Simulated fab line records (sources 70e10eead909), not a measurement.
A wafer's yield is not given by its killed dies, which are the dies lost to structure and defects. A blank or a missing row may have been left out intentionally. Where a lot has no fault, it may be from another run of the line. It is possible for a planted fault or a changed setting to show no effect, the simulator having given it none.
Matching of chambers + flow nand harc + 4 sister chambers for NHARC_P_ZERO_WELL_DESCUM_13 on rie diel-07
The step chemistry O2, time 3 s. 4 wafers are shown with their chamber, then 7 later ones without.

EACH WAFER AND ITS CHAMBER
| wafer  | chamber | showerhead plenum p Torr (Torr) |
|--------|---------|---------------------------------|
| L083.2 | 1       | 1.99                            |
| L083.3 | 0       | 1.83                            |
| L086.1 | 3       | 2.01                            |
| L086.3 | 2       | 1.83                            |

WAFERS WITHOUT THEIR CHAMBER
| wafer  | showerhead plenum p Torr (Torr) |
|--------|---------------------------------|
| L086.6 | 2.01                            |
| L091.2 | 1.98                            |
| L091.5 | 1.82                            |
| L091.6 | 1.98                            |
| L092.1 | 2.00                            |
| L092.4 | 1.82                            |
| L092.5 | 1.82                            |

WHICH CHAMBER EACH ONE RAN IN
| wafer  | from the rows above     | in truth |
|--------|-------------------------|----------|
| L086.6 | 3                       | 3        |
| L091.2 | 1                       | 1        |
| L091.5 | can't be placed: 0 or 2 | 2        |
| L091.6 | 1                       | 1        |
| L092.1 | can't be placed: 3 or 1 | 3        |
| L092.4 | can't be placed: 0 or 2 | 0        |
| L092.5 | can't be placed: 0 or 2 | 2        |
Correctly placed: 3 of 7. Cannot be placed on the basis of these rows: 4; the candidates contain the true chamber in 4. Number placed wrongly: 0.
How it was worked out, from the rows above alone: a wafer's distance from a chamber is the root of the sum, over the readings, of the square of ((its reading less the chamber's mean) divided by the reading's scatter). The wafer belongs to the nearest chamber; if the next one is less than 2 further off, it can't be placed. Each chamber's mean is taken over the wafers shown for it. The scatter (one wafer shown for each chamber): square how far every hidden wafer sits from the nearest shown wafer, average those squares and take the square root.
